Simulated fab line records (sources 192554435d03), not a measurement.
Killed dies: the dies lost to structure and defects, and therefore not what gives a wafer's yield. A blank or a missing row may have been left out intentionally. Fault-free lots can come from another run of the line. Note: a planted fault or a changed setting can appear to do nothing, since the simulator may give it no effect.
Lot-split experiment | flow n5Finfet | on a route of 1938 steps: 7 lots, 39 wafers read

== THE SPLIT ==
At N5_BEOL_M8_DESCUM_33 (chemistry O2, time 7 s), the setting timeS was moved away from the recipe's 7 s on 12 of the 39 wafers read, by +39.0% to +50.0%. The other wafers ran this setting at the recipe's value.

== FROM THE SPLIT TO THE READING: what the file shows between them, 1 step ==
- N5_BEOL_M8_ETCH_72: etches underlayer in N2/H2, target depth 6.5 nm, time 5.2 s

== THE READING ==
CAR-EUV_of_BEOL_M8_COAT_22.thkNm (the simulator's own value, which no gauge read), in nm, at N5_BEOL_M8_ETCH_65 (etches SiARC in CF4, target depth 15.6 nm, time 26 s). No usual value for it is given in the file. Average 11.1 nm, standard deviation 0.097 nm, over the 27 wafers here run with the recipe.

wafer  | tool, chamber at the split | timeS as run, s | against the recipe | CAR-EUV_of_BEOL_M8_COAT_22.thkNm, nm | against lot-mates on the recipe
L076.3 | rieDiel-04, 3              | 7               | recipe             | 11.2                                 | -
L076.5 | rieDiel-04, 3              | 7               | recipe             | 11.2                                 | -
L076.4 | rieDiel-04, 1              | 7               | recipe             | 11                                   | -
L082.1 | rieDiel-02, 1              | 7               | recipe             | 11.2                                 | -
L082.3 | rieDiel-02, 3,0            | 7               | recipe             | 11.2                                 | -
L082.2 | rieDiel-02, 2,3            | 10.04           | +43.4%             | 9.6                                  | -1.5
L082.5 | rieDiel-02, 2,3            | 10.04           | +43.4%             | 9.6                                  | -1.5
L082.6 | rieDiel-02, 2              | 10.04           | +43.4%             | 9.6                                  | -1.5
L082.4 | rieDiel-02, 3,0            | 7               | recipe             | 11                                   | -
L087.1 | rieDiel-06, 3,2,1          | 7               | recipe             | 11                                   | -
L087.6 | rieDiel-06, 3,2,1          | 7               | recipe             | 11                                   | -
L087.2 | rieDiel-06, 2,1            | 10.5            | +50.0%             | 9.4                                  | -1.7
L087.4 | rieDiel-06, 2,1            | 10.5            | +50.0%             | 9.4                                  | -1.7
L087.3 | rieDiel-06, 0              | 10.5            | +50.0%             | 9.2                                  | -1.9
L087.5 | rieDiel-06, 3,2,1          | 7               | recipe             | 11.2                                 | -
L090.1 | rieDiel-06, 3,1,2,3,1      | 7               | recipe             | 11.2                                 | -
L090.2 | rieDiel-06, 3,1,2,3,1      | 7               | recipe             | 11.2                                 | -
L090.4 | rieDiel-06, 3,1,2,3,1      | 7               | recipe             | 11.2                                 | -
L090.5 | rieDiel-06, 3,1,2,3,1      | 7               | recipe             | 11.2                                 | -
L090.6 | rieDiel-06, 2              | 7               | recipe             | 11.2                                 | -
L090.3 | rieDiel-06, 3,1,2,3,1      | 7               | recipe             | 11                                   | -
L093.1 | rieDiel-06, 1              | 10.34           | +47.7%             | 9.4                                  | -1.7
L093.2 | rieDiel-06, 0              | 10.34           | +47.7%             | 9.4                                  | -1.7
L093.4 | rieDiel-06, 3              | 10.34           | +47.7%             | 9.4                                  | -1.7
L093.3 | rieDiel-06, 2,2,1          | 7               | recipe             | 11                                   | -
L093.5 | rieDiel-06, 2,2,1          | 7               | recipe             | 11.2                                 | -
L093.6 | rieDiel-06, 2,2,1          | 7               | recipe             | 11.2                                 | -
L097.1 | rieDiel-04, 2              | 9.73            | +39.0%             | 9.6                                  | -1.5
L097.2 | rieDiel-04, 3,0            | 9.73            | +39.0%             | 9.6                                  | -1.5
L097.3 | rieDiel-04, 3,0            | 9.73            | +39.0%             | 9.6                                  | -1.5
L097.4 | rieDiel-04, 0,3            | 7               | recipe             | 11.2                                 | -
L097.6 | rieDiel-04, 0,3            | 7               | recipe             | 11.2                                 | -
L097.5 | rieDiel-04, 2              | 7               | recipe             | 11                                   | -
L096.1 | rieDiel-02, 3,0,2,3        | 7               | recipe             | 11.2                                 | -
L096.5 | rieDiel-02, 3,0,2,3        | 7               | recipe             | 11.2                                 | -
L096.6 | rieDiel-02, 3,0,2,3        | 7               | recipe             | 11.2                                 | -
L096.2 | rieDiel-02, 2,1            | 7               | recipe             | 11                                   | -
L096.3 | rieDiel-02, 3,0,2,3        | 7               | recipe             | 11                                   | -
L096.4 | rieDiel-02, 2,1            | 7               | recipe             | 11                                   | -
Where a row lists several chambers, the file gives one row for several wafers and doesn't say which wafer went through which chamber.

THE FIT
A straight line over all 39 wafers: CAR-EUV_of_BEOL_M8_COAT_22.thkNm changes by -0.0363 nm for each +1% of timeS; r = -0.99; the points scatter about the line by 0.094 nm.
The same after taking each lot's own level away (the mean of its wafers on the recipe; 39 wafers): -0.0361 nm for each +1%; r = -0.99; scatter 0.093 nm.
On that fit, the largest move of timeS shifts the reading by 1.8 nm.
From 11.07 to 11.17 nm: that is the span of the lots' own levels, equal to 1.0 times the standard deviation above.
Hence the lot-to-lot level has little effect on the slope; both slopes agree.
Check: with one of the wafers moved furthest among these (+50.0%) left out of the fit, the line predicts -1.82 nm for it against its lot-mates. It came out at -1.67 nm against them.

== ADDITIONAL SPLITS CARRIED BY THESE WAFERS ==
Note: prior to the reading, these wafers also went through further splits. Each is held against what the fit with the lots' levels taken away leaves over:
other split on the same wafers  | wafers away from the commonest value | r with CAR-EUV_of_BEOL_M8_COAT_22.thkNm (lot level and that fit taken away)
N5_BEOL_M5_TRENCH_ETCH_37 timeS | 12                                   | +0.06
N5_BEOL_M7_PECVD_70 timeS       | 18                                   | -0.30

== THE WHOLE CHAIN: every reading that the file lists as answering this split, in the file's order ==
step                 | what it does                                         | reading                                                                           | change (the file's fit)                 | r (the file's)
N5_BEOL_M8_DESCUM_33 | chemistry O2, time 7 s                               | CAR-EUV_of_BEOL_M8_COAT_22.thkNm (the simulator's own value, which no gauge read) | -0.0351 nm for each +1% of the setting  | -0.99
N5_BEOL_M8_DESCUM_33 | chemistry O2, time 7 s                               | BEOL_M8.cdNm (the simulator's own value, which no gauge read)                     | +0.00891 nm for each +1% of the setting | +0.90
N5_BEOL_M8_ETCH_65   | etches SiARC in CF4, target depth 15.6 nm, time 26 s | CAR-EUV_of_BEOL_M8_COAT_22.thkNm (the simulator's own value, which no gauge read) | -0.0361 nm for each +1% of the setting  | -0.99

== THE FILE'S OWN FIT ==
CAR-EUV_of_BEOL_M8_COAT_22.thkNm changes by -0.0361 nm for each +1% of timeS, r = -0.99.
